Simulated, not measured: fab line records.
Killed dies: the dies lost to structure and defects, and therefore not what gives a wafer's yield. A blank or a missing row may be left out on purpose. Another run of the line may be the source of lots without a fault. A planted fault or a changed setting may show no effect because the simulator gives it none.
fab line records	flow nandHarc
[record] lots = 13	wafers = 36	lastDay = 33
route steps=1302 shown A_CONTACT@1082 END@1302
lots with no fault: from the same line, run without faults
startH: start of the lot's first displayed wafer, in hours after the record's first day	waitH: hours since the lot's step before	" as in the row above	L1.1+2: a row that stands for several wafers	- value missing, or start not given	* or withheld: withheld	< > ~ a bound
route shown NAME@n: a module of which the file shows steps, and the number in the route of the first	usual: average and standard deviation across the fault-free wafers	same: alike in all rows	chamber/n: place in a boat	sites: readings site by site	_std_site: the standard deviation of these	_edge_site: the outer-site mean with the inner-site mean subtracted	radiusMm: how far each site lies from the wafer's centre	mask NAME#n: copy n	behind: the most recent tool/chamber to have shaped the wafer	hold: why the lot was held/for how many hours/how that ended	device: names the non-switching transistor (n, p or np)	end of line: the tests these same wafers got at the end of their route	for a step that has no rows: nothing shown but its recipe	killed: at the first sort, the dies lost to defects and structure; wafer yield is something else	map: a wafer's dies, marking killed ones x, the rest . and places with no die _
set.NAME: the setting the step ran with; set.NAME@STEP: the setting that earlier step ran with	model.NAME: the simulator's own value behind a step, which no gauge read
route steps across a sampled set of lots; one table per step, one row per wafer
services: the hour from which a tool's chamber was out of use, counted from the record's first day as startH (under 0 if before that day), plus the number of hours and why
[[steps]]
[step NHARC_A_CONTACT_ETCH_88]
[recipe] targetDepthA = 390	overEtchFrac = 0.3	timeS = 65	ionEnergyEv = 80	cf4FlowSccm = 150	arFlowSccm = 0	rfW = 300	biasW = 100	chemistry = CF4
[usual] drypumpMotorCurrentA = 5.8/0.51	mfcArSccm = 0.010/0.0064	oesProductAu = 1.001/0.0079	rfVppV = 151.3/1.2	showerheadPlenumPTorr = 1.76/0.063	throttleValvePct = 13.284/0.0098
lot.wafer	tool	chamber	startH	waitH	drypumpMotorCurrentA	mfcArSccm	oesProductAu	rfHoursCounterH	rfVppV	showerheadPlenumPTorr	throttleValvePct
L256.4	rieDiel-11	0	512.15	0.1	5.2	0.007	1.006	13	150.3	1.83	13.274
L256.2	"	1	"	"	5.5	0.016	0.996	14	151.9	1.79	13.277
L256.5	"	1	"	"	5.5	0.016	0.987	-	150.8	1.79	13.300
L262.3	rieDiel-11	3	558.55	0.1	6.5	0.005	0.988	20	150.5	1.67	13.275
L262.1	"	0	"	"	5.2	0.007	1.005	21	151.6	1.83	13.281
L262.5	"	1	"	"	5.5	0.016	0.978	-	150.2	1.78	13.275
L263.3	rieDiel-11	3	593.10	0.1	6.5	0.005	1.013	25	149.9	1.67	13.272
L263.5	"	0	"	"	5.2	0.007	1.007	-	153.4	1.83	13.276
L263.6	"	1	"	"	5.5	0.016	0.996	-	151.0	1.78	13.293
L265.4	rieDiel-08	3	593.25	0.1	6.1	0.003	1.005	11	153.4	1.86	13.279
L265.2	"	1	"	"	5.7	0	1.002	12	149.8	1.71	13.300
L265.3	"	2	"	"	6.1	0.016	1.011	12	149.7	1.77	13.289
L264.4	rieDiel-11	0	595.01	0.1	5.2	0.007	0.998	26	153.3	1.83	13.274
L264.3	"	1	"	"	5.5	0.016	0.994	29	151.4	1.78	13.275
L264.6	"	3	"	"	6.5	0.005	1.002	-	151.6	1.67	13.282
L267.1	rieDiel-03	0	628.33	0.1	5.7	0.008	1.009	60	149.8	1.70	13.296
L267.6	"	2	"	"	6.4	0.000	1.010	-	150.6	1.68	13.283
L267.4	"	3	"	"	6.2	0.024	1.007	-	151.6	1.86	13.284
L266.1	rieDiel-11	1	628.48	0.1	5.5	0.016	1.000	1	151.2	1.78	13.288
L266.6	"	0	"	"	5.2	0.007	1.007	-	151.3	1.83	13.305
L266.5	"	1	"	"	5.4	0.016	0.998	-	149.7	1.78	13.279
L271.5	rieDiel-03	0	652.00	0.1	5.7	0.008	1.024	-	151.3	1.70	13.266
L273.1	rieDiel-11	1	678.32	0.1	5.5	0.016	0.987	9	152.0	1.78	13.306
L273.5	"	0	"	"	5.2	0.007	1.008	-	152.9	1.83	13.297
L272.2	rieDiel-03	0	685.17	0.1	5.7	0.008	1.014	11	150.7	1.70	13.273
L272.5	"	2	"	"	6.5	0.000	1.004	-	149.7	1.68	13.279
L272.6	"	3	"	"	6.2	0.024	1.014	-	152.2	1.86	13.273
L274.2	rieDiel-08	2	704.90	0.1	6.2	0.016	0.999	47	152.2	1.77	13.269
L274.4	"	1	"	"	5.7	0	1.001	50	150.2	1.70	13.292
L274.5	"	2	"	"	6.2	0.016	1.008	-	151.5	1.77	13.305
L277.4	rieDiel-11	0	724.30	0.2	5.2	0.007	1.004	16	152.6	1.83	13.297
L277.6	"	2	"	"	5.4	0.013	0.996	-	149.2	1.79	13.281
L277.5	"	3	"	"	6.6	0.005	1.003	-	150.5	1.66	13.288
L276.3	rieDiel-11	2	731.98	0.1	5.4	0.013	1.008	22	150.9	1.78	13.294
L276.1	"	1	"	"	5.5	0.016	0.997	21	150.9	1.78	13.290
L276.5	"	2	"	"	5.4	0.013	1.001	-	151.4	1.79	13.290
[step NHARC_A_CONTACT_ETCH_136]
[recipe] sourceW = withheld	pressureMtorr = 20	biasV = 1200	timeS = 311	targetDepthA = 19120	arFlowSccm = withheld	c4f8FlowSccm = withheld	o2FlowSccm = withheld	chemistry = C4F8/O2/Ar
lot.wafer	tool	chamber	startH	waitH	rfHoursCounterH
L256.2	harCapEtch-03	1	513.71	0.2	45
L256.4	"	1	"	"	-
L256.5	"	0	"	"	-
L262.1	harCapEtch-01	1	560.04	0.2	8
L262.3	"	1	"	"	-
L262.5	"	1	"	"	-
L263.3	harCapEtch-03	1	594.67	0.2	-
L263.5	"	1	"	"	-
L263.6	"	0	"	"	-
L265.2	harCapEtch-01	0	594.81	0.2	13
L265.3	"	1	"	"	-
L265.4	"	0	"	"	-
L264.4	harCapEtch-02	1	596.60	0.2	-
L264.3	"	0	"	"	-
L264.6	"	1	"	"	-
L266.1	harCapEtch-01	1	629.98	0.2	19
L266.6	"	1	"	"	-
L266.5	"	0	"	"	-
L267.1	harCapEtch-02	1	630.09	0.2	108
L267.4	"	0	"	"	-
L267.6	"	0	"	"	-
L271.5	harCapEtch-01	1	653.74	0.2	-
L273.1	harCapEtch-03	1	679.81	0.2	73
L273.5	"	0	"	"	-
L272.2	harCapEtch-02	0	686.72	0.2	118
L272.5	"	0	"	"	-
L272.6	"	1	"	"	-
L274.2	harCapEtch-01	0	706.41	0.2	31
L274.4	"	0	"	"	-
L274.5	"	1	"	"	-
L277.4	harCapEtch-02	1	726.39	0.2	-
L277.5	"	0	"	"	-
L277.6	"	1	"	"	-
L276.1	harCapEtch-03	0	733.59	0.2	84
L276.3	"	0	"	"	-
L276.5	"	0	"	"	-
[step NHARC_A_CONTACT_ALD_18]
[recipe] targetThkA = 30	pulseTimeS = 1	aldCycles = 150	tempC = 450	material = TiN
[usual] heaterPowerW = 1159/100	precursorPulseHeightRel = 0.997/0.019
lot.wafer	tool	chamber	startH	waitH	heaterPowerW	precursorPulseHeightRel
L256.2	aldMetal-04	2	516.24	-	1223	1.005
L256.4	"	0	"	"	996	1.000
L256.5	"	2	"	"	1236	0.956
L262.3	aldMetal-04	3	562.63	-	1128	1.006
L262.1	"	0	"	"	1008	0.979
L262.5	"	2	"	"	1243	1.001
L263.3	aldMetal-01	2	597.15	-	1288	1.010
L263.6	"	0	"	"	1346	0.994
L263.5	"	1	"	"	998	1.015
L265.4	aldMetal-03	0	597.47	-	1173	0.996
L265.2	"	1	"	"	1069	0.979
L265.3	"	3	"	"	1115	0.984
L264.3	aldMetal-04	2	599.05	-	1262	1.002
L264.4	"	3	"	"	1129	1.004
L264.6	"	2	"	"	1214	0.985
L267.1	aldMetal-04	0	632.59	-	1018	0.982
L267.4	"	3	"	"	1092	0.992
L267.6	"	0	"	"	997	1.007
L266.1	aldMetal-03	3	632.67	-	1137	0.958
L266.6	"	1	"	"	1060	1.006
L266.5	"	3	"	"	1127	0.997
L271.5	aldMetal-01	0	656.20	-	1366	0.948
L273.1	aldMetal-03	1	682.36	-	1061	1.003
L273.5	"	1	"	"	1068	1.023
L272.2	aldMetal-01	1	689.27	-	1019	0.993
L272.6	"	0	"	"	1345	0.989
L272.5	"	1	"	"	1023	0.980
L274.4	aldMetal-03	2	708.94	-	1067	0.997
L274.2	"	3	"	"	1126	0.977
L274.5	"	2	"	"	1073	0.971
L277.4	aldMetal-01	1	728.89	-	1095	1.025
L277.6	"	2	"	"	1233	0.979
L277.5	"	3	"	"	1261	1.009
L276.3	aldMetal-03	2	736.12	-	1070	0.996
L276.1	"	3	"	"	1116	1.007
L276.5	"	1	"	"	1053	0.991
[step NHARC_A_CONTACT_CMP_20]
[recipe] tOverpolishS = 30	targetThkNm = 300
[usual] motorCurrentA = 12.7/0.65	overpolishRunS = 30.002/0.0089	slurryFilterDpKPa = 13.50/0.13	timeToEndpointS = 59.0/2.5
lot.wafer	tool	chamber	startH	waitH	motorCurrentA	overpolishRunS	slurryFilterDpKPa	timeToEndpointS
L256.4	cmp-03	0	517.33	0.5	12.3	30.007	13.44	58.4
L256.2	"	3	"	"	12.3	30.014	13.57	63.0
L256.5	"	0	"	"	12.5	30.002	13.72	61.2
L262.3	cmp-01	3	563.68	0.4	11.9	29.989	13.58	60.2
L262.1	"	0	"	"	13.1	30.002	13.48	61.3
L262.5	"	0	"	"	12.2	30.011	13.36	59.3
L263.3	cmp-02	0	598.26	0.4	11.7	29.998	13.44	56.5
L263.6	"	2	"	"	13.8	30.011	13.35	57.0
L263.5	"	3	"	"	14.3	30.013	13.44	59.8
L265.4	cmp-01	0	598.59	0.5	12.5	30.017	13.42	59.2
L265.2	"	1	"	"	12.4	29.994	13.63	60.6
L265.3	"	2	"	"	13.2	30.003	13.51	59.0
L264.4	cmp-01	3	600.15	0.5	12.4	30.014	13.55	64.8
L264.3	"	1	"	"	12.8	29.989	13.44	61.3
L264.6	"	3	"	"	12.4	29.990	13.44	64.7
L267.4	cmp-01	1	633.72	0.6	12.3	29.997	13.42	55.8
L267.1	"	2	"	"	12.3	29.989	13.70	56.6
L267.6	"	0	"	"	13.0	30.006	13.74	57.6
L266.1	cmp-01	1	634.44	0.8	12.8	30.004	13.32	55.2
L266.5	"	0	"	"	12.7	29.990	13.43	55.1
L266.6	"	1	"	"	12.7	29.982	13.71	56.5
L271.5	cmp-01	1	657.28	0.4	12.6	29.997	13.43	30.3
L273.1	cmp-01	2	683.43	0.8	12.8	29.998	13.66	31.2
L273.5	"	3	"	"	11.6	30.022	13.54	31.4
L272.2	cmp-01	3	690.37	0.7	11.9	30.027	13.41	62.6
L272.6	"	3	"	"	12.5	30.001	13.54	62.6
L272.5	"	0	"	"	12.7	30.022	13.75	33.0
L274.4	cmp-03	2	710.02	0.5	12.6	30.006	13.54	60.9
L274.2	"	3	"	"	12.3	29.997	13.42	62.6
L274.5	"	3	"	"	12.4	29.990	13.21	60.9
L277.4	cmp-02	2	729.99	0.6	13.7	29.999	13.68	57.5
L277.5	"	3	"	"	13.6	30.012	13.42	58.4
L277.6	"	0	"	"	12.0	29.986	13.33	57.3
L276.3	cmp-03	3	737.19	0.5	12.8	30.002	13.71	62.6
L276.1	"	1	"	"	12.3	29.997	13.62	58.6
L276.5	"	3	"	"	12.1	29.994	13.42	61.5
[step NHARC_END_SORT_01]
[recipe] tempC = 25
[usual] killedAtArray = 59/19	killedAtOther = 0.6/0.85	killedAtPeriphery = 3.8/2.5	killedDies = 64/19	killedOpen = 3.3/1.8	killedShort = 2.2/1.6
[same] grossDies = 677
lot.wafer	tool	chamber	startH	waitH	killedAtArray	killedAtOther	killedAtPeriphery	killedDies	killedOpen	killedShort
L272.6	prober-02	0	740.21	4.0	55	1	4	60	3	2
// killed by level:class
L272.6 A_SLIT:chamberFilmFlake=25 A_CHANNEL_HOLE_D1:chamberFilmFlake=10 A_CONTACT:chamberFilmFlake=5 P_STI:chamberFilmFlake=3 A_STAIRCASE:chamberFilmFlake=3 A_ZERO_WELL:chamberFilmFlake=2 A_CHANNEL_FILL_D2:chamberFilmFlake=2 A_BLC:chamberFilmFlake=2
[[services]]
tool	chamber	startH	hours	kind
harCapEtch-01	-	497.00	17.0	pm
aldMetal-01	-	526.00	10.0	pm
cmp-01	-	528.89	2.1	repair
harCapEtch-02	-	533.87	0.6	repair
aldMetal-01	-	539.10	1.2	repair
aldMetal-03	-	550.23	0.5	repair
cmp-01	-	553.45	1.9	repair
aldMetal-03	-	568.06	10.0	pm
aldMetal-04	-	576.44	4.5	repair
cmp-01	-	577.57	4.0	pm
rieDiel-11	-	610.48	9.0	pm
aldMetal-01	-	611.73	0.3	repair
aldMetal-03	0	618.84	31.6	repair
aldMetal-03	2	622.68	20.0	repair
aldMetal-01	1	646.44	9.2	repair
aldMetal-04	-	652.00	10.0	pm
harCapEtch-03	-	653.46	0.8	repair
rieDiel-11	3	660.23	4.5	repair
rieDiel-11	1	672.14	4.0	repair
aldMetal-04	1	673.28	27.2	repair
cmp-01	-	675.57	4.0	pm
aldMetal-01	-	704.00	10.0	pm
aldMetal-04	2	710.75	3.2	repair
aldMetal-03	-	717.25	1.2	repair
[[key]]
[firstSign] step = NHARC_A_CONTACT_CMP_20	reading = timeToEndpointS	direction = down	sigmas = 11	usual = *	struck = *
effect none on later readings
metAt NHARC_A_CONTACT_CMP_20
struckLots L271,L272,L273
struckWafers L271.5,L272.5,L273.1,L273.5
testerLeftOut L271,L272,L273
notActingAt NHARC_A_CONTACT_ETCH_88,NHARC_A_CONTACT_ETCH_136,NHARC_A_CONTACT_ALD_18
onsetBetween 634.44 657.28
[fault] kind = processParameterDrift	tool = cmp-01	chamber = -	onsetH = 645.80	steps = NHARC_A_CONTACT_CMP_20	channel = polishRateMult	offset = 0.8	shape = step	endH = 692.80	scope = struckWafersOnly
// testerLeftOut: of these lots the tester's yield and bins aren't shown, on N5 and GAA mostly nor the transistor test; their killed dies are dies lost to structure and defects alone, not to doping, threshold or leakage, so they don't give the yield
